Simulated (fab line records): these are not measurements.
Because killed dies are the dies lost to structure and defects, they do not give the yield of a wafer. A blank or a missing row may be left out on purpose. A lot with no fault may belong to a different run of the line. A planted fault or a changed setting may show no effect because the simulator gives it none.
Which tool is to blame? / flow n5_finfet / 72 wafers from 24 lots sampled at 3 of the route's 1938 steps

## WHAT THE GAUGES READ, wafer by wafer
N5_BEOL_M4_CD_MEAS_11: the cd target is 16.79 nm.
lot=L074; measured=day 8 02:20; on=cd_sem-02; cd_nm (nm)=16.88 17.29 17.06
lot=L075; measured=day 8 05:26; on=cd_sem-02; cd_nm (nm)=16.99 16.88 16.84
lot=L076; measured=day 8 09:24; on=cd_sem-03; cd_nm (nm)=16.85 17.09 16.73
lot=L078; measured=day 8 15:16; on=cd_sem-02; cd_nm (nm)=17.16 16.87 16.96
lot=L077; measured=day 8 19:58; on=cd_sem-02; cd_nm (nm)=17.12 16.86 16.77
lot=L079; measured=day 8 20:04; on=cd_sem-02; cd_nm (nm)=16.98 16.86 17.04
lot=L080; measured=day 9 08:29; on=cd_sem-01; cd_nm (nm)=17.10 16.83 16.58
lot=L081; measured=day 9 10:17; on=cd_sem-03; cd_nm (nm)=16.36 17.18 16.81
lot=L082; measured=day 9 14:35; on=cd_sem-01; cd_nm (nm)=17.01 16.77 16.78
lot=L083; measured=day 10 03:58; on=cd_sem-02; cd_nm (nm)=16.96 16.61 17.05
lot=L085; measured=day 10 04:11; on=cd_sem-03; cd_nm (nm)=16.65 16.80 17.15
lot=L084; measured=day 10 05:37; on=cd_sem-03; cd_nm (nm)=16.77 16.63 16.98
lot=L086; measured=day 10 22:32; on=cd_sem-01; cd_nm (nm)=17.30 16.71 17.11
lot=L087; measured=day 11 09:25; on=cd_sem-02; cd_nm (nm)=16.82 16.60 17.01
lot=L088; measured=day 11 18:51; on=cd_sem-01; cd_nm (nm)=16.74 16.83 16.89
lot=L090; measured=day 11 22:02; on=cd_sem-03; cd_nm (nm)=17.32 17.25 16.78
lot=L089; measured=day 11 22:05; on=cd_sem-03; cd_nm (nm)=16.86 16.74 16.97
lot=L092; measured=day 12 00:51; on=cd_sem-01; cd_nm (nm)=17.38 16.81 16.88
lot=L091; measured=day 12 09:11; on=cd_sem-03; cd_nm (nm)=17.04 16.33 16.59
lot=L093; measured=day 12 09:25; on=cd_sem-01; cd_nm (nm)=16.91 16.74 16.75
lot=L094; measured=day 12 12:56; on=cd_sem-01; cd_nm (nm)=16.42 17.09 16.70
lot=L095; measured=day 13 14:44; on=cd_sem-02; cd_nm (nm)=16.86 17.16 16.99
lot=L096; measured=day 13 15:13; on=cd_sem-02; cd_nm (nm)=17.11 16.47 16.90
lot=L097; measured=day 13 18:01; on=cd_sem-03; cd_nm (nm)=16.62 16.94 16.55

## WHICH TOOL RAN EACH LOT (tool, then ch and the chambers of the sampled wafers, then the start)
lot=L074; N5_BEOL_M3_ANNEAL_95=pvd_sputter-03, day 7 23:52; N5_BEOL_M4_HM_DEP_02=pvd_sputter-01, day 8 01:49
lot=L075; N5_BEOL_M3_ANNEAL_95=pvd_sputter-02, day 8 03:25; N5_BEOL_M4_HM_DEP_02=pvd_sputter-01, day 8 05:02
lot=L076; N5_BEOL_M3_ANNEAL_95=pvd_sputter-02, day 8 05:18; N5_BEOL_M4_HM_DEP_02=pvd_sputter-02, day 8 09:01
lot=L078; N5_BEOL_M3_ANNEAL_95=pvd_sputter-01, day 8 13:13; N5_BEOL_M4_HM_DEP_02=pvd_sputter-03, day 8 14:53
lot=L077; N5_BEOL_M3_ANNEAL_95=pvd_sputter-02, day 8 18:01; N5_BEOL_M4_HM_DEP_02=pvd_sputter-02, day 8 19:34
lot=L079; N5_BEOL_M3_ANNEAL_95=pvd_sputter-01, day 8 18:01; N5_BEOL_M4_HM_DEP_02=pvd_sputter-02, day 8 19:40
lot=L080; N5_BEOL_M3_ANNEAL_95=pvd_sputter-03, day 9 04:45; N5_BEOL_M4_HM_DEP_02=pvd_sputter-01, day 9 08:05
lot=L081; N5_BEOL_M3_ANNEAL_95=pvd_sputter-03, day 9 08:28; N5_BEOL_M4_HM_DEP_02=pvd_sputter-03, day 9 09:53
lot=L082; N5_BEOL_M3_ANNEAL_95=pvd_sputter-02, day 9 11:20; N5_BEOL_M4_HM_DEP_02=pvd_sputter-01, day 9 14:11
lot=L083; N5_BEOL_M3_ANNEAL_95=pvd_sputter-02, day 10 00:12; N5_BEOL_M4_HM_DEP_02=pvd_sputter-01, day 10 03:26
lot=L085; N5_BEOL_M3_ANNEAL_95=pvd_sputter-03, day 10 00:43; N5_BEOL_M4_HM_DEP_02=pvd_sputter-01, day 10 03:39
lot=L084; N5_BEOL_M3_ANNEAL_95=pvd_sputter-03, day 10 03:30; N5_BEOL_M4_HM_DEP_02=pvd_sputter-03, day 10 05:06
lot=L086; N5_BEOL_M3_ANNEAL_95=pvd_sputter-02, day 10 20:15; N5_BEOL_M4_HM_DEP_02=pvd_sputter-02, day 10 22:01
lot=L087; N5_BEOL_M3_ANNEAL_95=pvd_sputter-02, day 11 06:12; N5_BEOL_M4_HM_DEP_02=pvd_sputter-02, day 11 08:54
lot=L088; N5_BEOL_M3_ANNEAL_95=pvd_sputter-01, day 11 14:51; N5_BEOL_M4_HM_DEP_02=pvd_sputter-03, day 11 18:28
lot=L090; N5_BEOL_M3_ANNEAL_95=pvd_sputter-03, day 11 17:20; N5_BEOL_M4_HM_DEP_02=pvd_sputter-03, day 11 21:31
lot=L089; N5_BEOL_M3_ANNEAL_95=pvd_sputter-02, day 11 18:20; N5_BEOL_M4_HM_DEP_02=pvd_sputter-03, day 11 21:37
lot=L092; N5_BEOL_M3_ANNEAL_95=pvd_sputter-02, day 11 21:14; N5_BEOL_M4_HM_DEP_02=pvd_sputter-01, day 12 00:28
lot=L091; N5_BEOL_M3_ANNEAL_95=pvd_sputter-02, day 12 05:43; N5_BEOL_M4_HM_DEP_02=pvd_sputter-02, day 12 08:48
lot=L093; N5_BEOL_M3_ANNEAL_95=pvd_sputter-03, day 12 06:02; N5_BEOL_M4_HM_DEP_02=pvd_sputter-01, day 12 08:54
lot=L094; N5_BEOL_M3_ANNEAL_95=pvd_sputter-01, day 12 08:38; N5_BEOL_M4_HM_DEP_02=pvd_sputter-02, day 12 12:25
lot=L095; N5_BEOL_M3_ANNEAL_95=pvd_sputter-03, day 13 12:16; N5_BEOL_M4_HM_DEP_02=pvd_sputter-01, day 13 14:13
lot=L096; N5_BEOL_M3_ANNEAL_95=pvd_sputter-02, day 13 12:48; N5_BEOL_M4_HM_DEP_02=pvd_sputter-02, day 13 14:49
lot=L097; N5_BEOL_M3_ANNEAL_95=pvd_sputter-03, day 13 15:06; N5_BEOL_M4_HM_DEP_02=pvd_sputter-01, day 13 17:37
- N5_BEOL_M3_ANNEAL_95: time 240 s.
- N5_BEOL_M4_HM_DEP_02: deposits TiN, target thk 20 nm.

## WHAT THE TOOLS THEMSELVES READ (means of the sampled wafers that have a number; where no wafer has one, the mark that the record gives instead)
N5_BEOL_M3_ANNEAL_95.
lot=L074; tool=pvd_sputter-03; heater_power_w (W)=812
lot=L075; tool=pvd_sputter-02; heater_power_w (W)=858
lot=L076; tool=pvd_sputter-02; heater_power_w (W)=772
lot=L078; tool=pvd_sputter-01; heater_power_w (W)=930
lot=L077; tool=pvd_sputter-02; heater_power_w (W)=829
lot=L079; tool=pvd_sputter-01; heater_power_w (W)=844
lot=L080; tool=pvd_sputter-03; heater_power_w (W)=858
lot=L081; tool=pvd_sputter-03; heater_power_w (W)=819
lot=L082; tool=pvd_sputter-02; heater_power_w (W)=827
lot=L083; tool=pvd_sputter-02; heater_power_w (W)=795
lot=L085; tool=pvd_sputter-03; heater_power_w (W)=837
lot=L084; tool=pvd_sputter-03; heater_power_w (W)=850
lot=L086; tool=pvd_sputter-02; heater_power_w (W)=767
lot=L087; tool=pvd_sputter-02; heater_power_w (W)=760
lot=L088; tool=pvd_sputter-01; heater_power_w (W)=837
lot=L090; tool=pvd_sputter-03; heater_power_w (W)=846
lot=L089; tool=pvd_sputter-02; heater_power_w (W)=785
lot=L092; tool=pvd_sputter-02; heater_power_w (W)=821
lot=L091; tool=pvd_sputter-02; heater_power_w (W)=779
lot=L093; tool=pvd_sputter-03; heater_power_w (W)=809
lot=L094; tool=pvd_sputter-01; heater_power_w (W)=950
lot=L095; tool=pvd_sputter-03; heater_power_w (W)=812
lot=L096; tool=pvd_sputter-02; heater_power_w (W)=754
lot=L097; tool=pvd_sputter-03; heater_power_w (W)=812

N5_BEOL_M4_HM_DEP_02.
lot=L074; tool=pvd_sputter-01; throttle_valve_pct (%)=30.3
lot=L075; tool=pvd_sputter-01; throttle_valve_pct (%)=30.1
lot=L076; tool=pvd_sputter-02; throttle_valve_pct (%)=30.4
lot=L078; tool=pvd_sputter-03; throttle_valve_pct (%)=29.9
lot=L077; tool=pvd_sputter-02; throttle_valve_pct (%)=28.9
lot=L079; tool=pvd_sputter-02; throttle_valve_pct (%)=30.6
lot=L080; tool=pvd_sputter-01; throttle_valve_pct (%)=29.8
lot=L081; tool=pvd_sputter-03; throttle_valve_pct (%)=30.0
lot=L082; tool=pvd_sputter-01; throttle_valve_pct (%)=30.4
lot=L083; tool=pvd_sputter-01; throttle_valve_pct (%)=29.6
lot=L085; tool=pvd_sputter-01; throttle_valve_pct (%)=30.1
lot=L084; tool=pvd_sputter-03; throttle_valve_pct (%)=30.1
lot=L086; tool=pvd_sputter-02; throttle_valve_pct (%)=29.6
lot=L087; tool=pvd_sputter-02; throttle_valve_pct (%)=29.4
lot=L088; tool=pvd_sputter-03; throttle_valve_pct (%)=30.0
lot=L090; tool=pvd_sputter-03; throttle_valve_pct (%)=30.2
lot=L089; tool=pvd_sputter-03; throttle_valve_pct (%)=30.2
lot=L092; tool=pvd_sputter-01; throttle_valve_pct (%)=30.6
lot=L091; tool=pvd_sputter-02; throttle_valve_pct (%)=29.3
lot=L093; tool=pvd_sputter-01; throttle_valve_pct (%)=30.0
lot=L094; tool=pvd_sputter-02; throttle_valve_pct (%)=29.8
lot=L095; tool=pvd_sputter-01; throttle_valve_pct (%)=30.1
lot=L096; tool=pvd_sputter-02; throttle_valve_pct (%)=29.4
lot=L097; tool=pvd_sputter-01; throttle_valve_pct (%)=30.3

## THE ANSWER, worked out from the rows above alone
Rule: the lots themselves supply what counts as usual. Put in order of their means at a reading, lots are off if they are a third of the lots or fewer, leave a main group of 4 or more, and stand apart from it by a gap of 3 or more times the standard deviation of the main group's means; of several such gaps the widest counts. A main group is skipped when, at the precision printed for the reading in the tables above, its means are all equal. A lot without any number at a reading at which 4 lots or more have one is off too. Where the step has rows for the other lots, those lots are counted as sound. Order of review: gauges by route order, followed by the tools' own readings, for which a lot's mean as printed above is used. The first step at which some lot is off is used, and at that step the reading that is off furthest; a lot without a number counts as furthest.
Across all readings shown, no lot is off: no conclusion can be drawn from this.

## WHAT THE SIMULATOR HAD PUT IN
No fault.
